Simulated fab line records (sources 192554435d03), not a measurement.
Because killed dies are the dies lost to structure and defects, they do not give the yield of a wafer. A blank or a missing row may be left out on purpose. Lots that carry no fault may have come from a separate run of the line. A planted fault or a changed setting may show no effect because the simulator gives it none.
A lot that was struck, set against a sound lot    flow n5_finfet    15 out of 1938 route steps
Sound: the wafers L634.2, L634.3, L634.6. Struck: wafer L625.6 (left out: L625.5, a lot-mate that was not struck); the cause follows at the end.
Order at every step that has rows: each side's tool, ch and its chambers, its first start. Under that, the readings that differ: sound wafers    struck wafers    difference of the means    sigmas: that difference in standard deviations of wafers without a fault.
alike: words and numbers the same on both sides, and readings whose means are apart by under 2 such deviations; not compared: readings that were withheld, readings missing a value for some wafer, numbers with overlapping values and no deviation given by the record, and bounds like >300 which may hide the same value.
The two part at a step that has a row with sigmas, a row that says differs or no value, or rows on one side only. Non-overlapping numbers with no deviation appear without sigmas and do not part them. A reading missing from all wafers of one side parts the sides only when that side holds two or more wafers.

N5_BEOL_M1_ETCH_41: etches SiCN in CH3F/O2, target depth 31.9 nm, time 57.8 s.
  sound: rie_diel-01 ch 0,3; struck: rie_diel-06 ch 1
reading                          sound              struck  difference  sigmas
drypump_motor_current_A (A)      4.7 5.7 4.7        6.6     +1.6        +3
rf_vpp_V (V)                     295.7 298.4 295.8  300.0   +3.4        +2
showerhead_plenum_p_Torr (Torr)  1.92 2.08 1.92     2.12    +0.15       +2
  alike: chamber_pressure_mTorr, mfc_ar_sccm, oes_product_au, rf_fwd_power_W, throttle_valve_pct
  not compared: rf_hours_counter_h
N5_BEOL_M1_STRIP_97: strips in N2/H2, time 10 s.
  sound: rie_diel-01 ch 0,3; struck: rie_diel-06 ch 1
reading                          sound           struck  difference  sigmas
drypump_motor_current_A (A)      4.7 5.7 4.7     6.6     +1.6        +3
rf_vpp_V (V)                     59.7 60.2 58.8  57.5    -2.1        -2
showerhead_plenum_p_Torr (Torr)  2.45 2.64 2.45  2.68    +0.17       +2
  alike: chamber_pressure_mTorr, oes_product_au, throttle_valve_pct
  not compared: rf_hours_counter_h
N5_BEOL_M1_OCD_MEAS_38:
  sound: ocd-01 at day 11 14:12; struck: ocd-02 at day 9 04:28
  alike: trench_depth_nm
then, 4 steps without rows for these wafers: N5_BEOL_M1_HM_STRIP_39 (strips TiN in peroxide tin strip, target depth 25 nm, time 158 s); N5_BEOL_M1_SRD_40 (time 30 s); N5_BEOL_M1_PRECLEAN_42 (cleans in residue remover, time 60 s); N5_BEOL_M1_SRD_43 (time 30 s).
N5_BEOL_M1_CD_MEAS_35: target cd 18 nm, target cd y 21 nm.
  sound: cd_sem-02 at day 11 14:21; struck: cd_sem-01 at day 9 04:37
  alike: cd_nm
then, 1 step without rows for these wafers: N5_BEOL_M1_DEGAS_44 (time 60 s).
N5_BEOL_M1_PRE_CLEAN_45: time 30 s.
  sound: pvd_sputter-03 at day 11 14:29; struck: pvd_sputter-01 at day 9 04:47
  alike: heater_power_w, susceptor_temp_C
N5_BEOL_M1_ALD_84: deposits TaN, pulse time 2 s, purge time 3 s, co reactant purge time 2 s.
  sound on ald_metal-02 ch 0,1,3, day 11 14:33; struck on ald_metal-02 ch 0, day 9 04:56
  alike: heater_power_w, precursor_vessel_temp_c, susceptor_temp_C
after that, 1 step had no rows for these wafers: N5_BEOL_M1_SURFACE_TREAT_85.
N5_BEOL_M1_CVD_47: deposits Co from CCTBA/H2, target thk 3 nm, time 223.8 s.
  sound on cvd_co-01 ch 0,1,2, day 11 14:50; struck on cvd_co-02 ch 2, day 9 05:14
reading           sound              struck  difference  sigmas
run_length_s (s)  247.6 247.0 246.9  312.3   +65.1       +99 or more
N5_BEOL_M1_SPUTTER_48: material Cu, target thk 4.5 nm, time 8.29 s.
  sound: pvd_sputter-02 at day 11 15:00; struck: pvd_sputter-02 at day 9 06:47
  alike: chuck_gas_flow_sccm, susceptor_temp_C, throttle_valve_pct
N5_BEOL_M4_RC_MEAS_101:
  sound on prober-02 ch 0, day 13 05:36; struck on prober-02 ch 0, day 10 17:35
  alike: DIBL_N, DIBL_P, IOFF_N, IOFF_P, ION_N, ION_P, SS_N, SS_P, VT_N, VT_P

## WHERE THEY PART
First at N5_BEOL_M1_ETCH_41; last, within this record, at N5_BEOL_M1_CVD_47. Later steps at which nothing parts them and some readings are alike: N5_BEOL_M1_SPUTTER_48, N5_BEOL_M4_RC_MEAS_101.

WHY: what had been put in by the simulator
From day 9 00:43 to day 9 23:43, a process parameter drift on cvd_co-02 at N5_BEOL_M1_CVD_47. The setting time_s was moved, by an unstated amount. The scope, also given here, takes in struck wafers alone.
